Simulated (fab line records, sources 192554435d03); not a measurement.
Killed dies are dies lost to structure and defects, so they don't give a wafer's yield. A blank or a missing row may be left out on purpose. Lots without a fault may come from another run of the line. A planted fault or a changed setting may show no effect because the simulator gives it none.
One fault seen from 3 desks | flow n5_finfet | each desk has only its own numbers; what lay behind them comes last

THE METROLOGY DESK
What the gauges read, lot by lot, whatever tool the lot ran on: means of the sampled wafers that have a number. A lot is out of limits, marked OUT, if its mean lies more than 4 standard deviations from the usual mean; the brackets give that distance. Of its 11 readings 7 are shown: the one that was out of limits first, and those that lie furthest out on some lot.
Columns: A = M1_THK at N5_BEOL_M1_THK_MEAS_53, usual 39.4 nm; B = DIBL_N at N5_BEOL_M4_RC_MEAS_101, usual 35.8 mV/V; C = ION_N at N5_BEOL_M4_RC_MEAS_101, usual 668 uA/um; D = ION_P at N5_BEOL_M4_RC_MEAS_101, usual 459 uA/um; E = SS_N at N5_BEOL_M4_RC_MEAS_101, usual 71.4 mV/dec; F = SS_P at N5_BEOL_M4_RC_MEAS_101, usual 73.1 mV/dec; G = VT_N at N5_BEOL_M4_RC_MEAS_101, usual 250 mV
lot  | first seen here | A               | B    | C   | D   | E    | F    | G
L821 | day 8 23:39     | 39.6            | 35.6 | 664 | 455 | 71.3 | 73.2 | 251
L830 | day 10 07:53    | 38.2            | 34.1 | 653 | 458 | 70.7 | 72.8 | 253
L825 | day 10 10:58    | 39.7            | 36.0 | 670 | 464 | 71.5 | 73.0 | 249
L822 | day 10 12:18    | 40.0            | 35.4 | 668 | 458 | 70.9 | 72.6 | 249
L826 | day 10 15:05    | 76.6 (+23) OUT  | 38.3 | 664 | 456 | 72.2 | 73.8 | 248
L829 | day 11 01:25    | 113.1 (+46) OUT | 35.5 | 696 | 467 | 71.9 | 73.4 | 246
L827 | day 11 04:05    | 73.8 (+22) OUT  | 34.2 | 644 | 450 | 70.6 | 72.0 | 257
L832 | day 11 18:46    | 40.3            | 34.4 | 655 | 453 | 71.5 | 72.4 | 254
L840 | day 12 06:17    | 40.6            | 36.4 | 661 | 456 | 71.6 | 73.3 | 251
L842 | day 12 14:01    | 38.9            | 35.0 | 664 | 460 | 71.4 | 72.5 | 251
This desk's finding: out of limits on L826, L827, L829; first on L826, day 10 15:05 (M1_THK at N5_BEOL_M1_THK_MEAS_53). In limits: L821, L830, L825, L822, L832, L840, L842.

THE DEFECT DESK
What the inspections along the route counted, lot by lot: means of the sampled wafers that have a number. A lot is out of limits, marked OUT, if its mean lies more than 4 standard deviations from the usual mean; the brackets give that distance.
Columns: A = raw_defect_count at N5_BEOL_M1_INSPECT_59, usual 72
lot  | first seen here | A
L821 | day 8 23:56     | 86
L830 | day 10 08:10    | 40
L825 | day 10 11:15    | 84
L822 | day 10 12:37    | 62
L826 | day 10 15:24    | 546 (+21) OUT
L829 | day 11 01:42    | 1071 (+43) OUT
L827 | day 11 04:22    | 561 (+21) OUT
L832 | day 11 19:03    | 77
L840 | day 12 06:36    | 90
L842 | day 12 14:19    | 76
This desk's finding: out of limits on L826, L827, L829; first on L826, day 10 15:24 (raw_defect_count at N5_BEOL_M1_INSPECT_59). In limits: L821, L830, L825, L822, L832, L840, L842.

THE TOOL OWNER'S DESK: cmp-03
The tool's own readings at N5_BEOL_M1_CMP_52 (polishes, stops on SiOC, t overpolish 6.8 s, target thk 40 nm): means of the sampled wafers that have a number, for each lot that ran on this tool. A lot is out of limits, marked OUT, if its mean lies more than 4 standard deviations from the usual mean; the brackets give that distance.
Columns: A = barrier_field_endpoint_s at N5_BEOL_M1_CMP_52, usual 24.8 s; B = clearing_platen_rpm at N5_BEOL_M1_CMP_52, usual 50.004 rpm; C = motor_current_A at N5_BEOL_M1_CMP_52, usual 5.8 A; D = overpolish_run_s at N5_BEOL_M1_CMP_52, usual 6.800 s; E = time_to_endpoint_s at N5_BEOL_M1_CMP_52, usual 63 s
lot  | first seen here | A               | B      | C   | D                       | E
L830 | day 10 07:37    | 24.3            | 49.991 | 6.0 | 6.800                   | 65
L825 | day 10 10:40    | 24.2            | 49.979 | 5.7 | 6.800                   | 61
L826 | day 10 14:50    | 30.0 (+7.9) OUT | 49.980 | 5.9 | 4.547 (-99 or more) OUT | 67
L829 | day 11 01:07    | 35.9 (+17) OUT  | 50.003 | 5.8 | 2.290 (-99 or more) OUT | 76
L827 | day 11 03:47    | 30.7 (+9.0) OUT | 50.022 | 5.9 | 4.544 (-99 or more) OUT | 69
This desk's finding: out of limits on L826, L827, L829; first on L826, day 10 14:50 (barrier_field_endpoint_s at N5_BEOL_M1_CMP_52). In limits: L830, L825.

PUT TOGETHER
The tool owner's desk could have raised an alarm at day 10 14:50, on L826, L827, L829.
The metrology desk could have raised an alarm at day 10 15:05, on L826, L827, L829.
The defect desk could have raised an alarm at day 10 15:24, on L826, L827, L829.
Of the lots named, all ran N5_BEOL_M1_CMP_52 on cmp-03.

WHAT THE SIMULATOR HAD PUT IN
Process parameter drift: cmp-03, from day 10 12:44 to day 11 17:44, at N5_BEOL_M1_CMP_52. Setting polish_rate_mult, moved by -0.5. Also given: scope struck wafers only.
Lots struck among those shown: L826, L827, L829.
Hours from the fault's start to each desk's first reading out of limits: the tool owner's desk, 2; the metrology desk, 2; the defect desk, 3.
